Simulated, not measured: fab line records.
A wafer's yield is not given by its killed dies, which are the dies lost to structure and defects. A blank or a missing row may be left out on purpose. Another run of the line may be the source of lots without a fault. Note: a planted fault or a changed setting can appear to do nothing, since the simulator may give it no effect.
Lot-split experiment | flow n5 finfet | 7 lots, 21 wafers read, on a route of 1938 steps

## ABOUT THE SPLIT
At N5_BEOL_M15_EXPOSE_07 (exposes mask V14), the setting dose mj was moved away from the recipe's 41.25 on 8 of the 21 wafers read, by -5.5% to +3.5%. This setting was run at the recipe's value on the other wafers.

## FROM THE SPLIT TO THE READING: what the file shows between them, 3 steps
- N5_BEOL_M15_PEB_08: peb time 90 s
- N5_BEOL_M15_DEVELOP_09: develop time 45 s
- N5_BEOL_M15_HARDBAKE_14: time 120 s

## THE READING
cd nm, in nm, at N5_BEOL_M15_CD_MEAS_10 (target cd 360 nm). Typical for fault-free wafers on this fab line: 359.4 nm, with standard deviation 1.5 nm.

wafer  | tool, chamber at the split | dose mj as run | against the recipe | cd nm, nm | against lot-mates on the recipe
L080.1 | krf scanner-02, 0          | 41.25          | recipe             | 357.3     | -
L080.4 | krf scanner-02, 0          | 41.25          | recipe             | 358.0     | -
L080.5 | krf scanner-02, 0          | 41.25          | recipe             | 359.4     | -
L083.3 | krf scanner-02, 0          | 42.69          | +3.5%              | 367.8     | +6.8
L083.4 | krf scanner-02, 0          | 41.25          | recipe             | 361.0     | -
L083.6 | krf scanner-02, 0          | 42.69          | +3.5%              | 364.6     | +3.6
L087.2 | krf scanner-02, 0          | 41.25          | recipe             | 357.0     | -
L087.3 | krf scanner-02, 0          | 41.25          | recipe             | 359.6     | -
L087.5 | krf scanner-02, 0          | 41.25          | recipe             | 359.0     | -
L091.2 | krf scanner-01, 0          | 41.25          | recipe             | 358.7     | -
L091.5 | krf scanner-01, 0          | 41.25          | recipe             | 360.4     | -
L091.6 | krf scanner-01, 0          | 41.25          | recipe             | 359.7     | -
L096.1 | krf scanner-02, 0          | 41.25          | recipe             | 358.0     | -
L096.3 | krf scanner-02, 0          | 41.25          | recipe             | 359.2     | -
L096.6 | krf scanner-02, 0          | 39.61          | -4.0%              | 354.7     | -3.9
L097.4 | krf scanner-02, 0          | 41.25          | recipe             | 356.3     | -
L097.5 | krf scanner-02, 0          | 38.99          | -5.5%              | 348.7     | -7.6
L097.6 | krf scanner-02, 0          | 38.99          | -5.5%              | 350.0     | -6.3
L095.3 | krf scanner-02, 0          | 39.61          | -4.0%              | 351.6     | no lot-mate on the recipe
L095.4 | krf scanner-02, 0          | 39.61          | -4.0%              | 354.3     | no lot-mate on the recipe
L095.5 | krf scanner-02, 0          | 39.61          | -4.0%              | 354.9     | no lot-mate on the recipe

FIT RESULTS
A straight line over all 21 wafers: cd nm changes by +1.63 nm for each +1% of dose mj; r = +0.94; the points scatter about the line by 1.6 nm.
The same after taking each lot's own level away (the mean of its wafers on the recipe; 18 wafers): +1.29 nm for each +1%; r = +0.95; scatter 1 nm.
That fit puts the effect of the largest move of dose mj on the reading at 7.1 nm.
Measured against the standard deviation above, the lots' own levels, which go from 356.30 to 361.00 nm, span 3.1 times it.
Thus the slope moves with the lot-to-lot level: the two fits are different.
Check: -6.58 nm against its lot-mates is what the line predicts for one of the wafers moved furthest among these (-5.5%) when that wafer is left out of the fit. Against them it came out at -7.6 nm.

## FURTHER SPLITS ON THESE WAFERS
These wafers also went through other splits before the reading. Each is held against what the fit with the lots' levels taken away leaves over:
other split on the same wafers | wafers away from the commonest value | r with cd nm (lot level and that fit taken away)
N5_BEOL_M11_COAT_60 spin rpm   | 7                                    | +0.14
N5_BEOL_M12_PEB_08 peb temp c  | 6                                    | -0.16

## THE FILE'S OWN FIT
cd nm changes by +1.23 nm for each +1% of dose mj, r = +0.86.
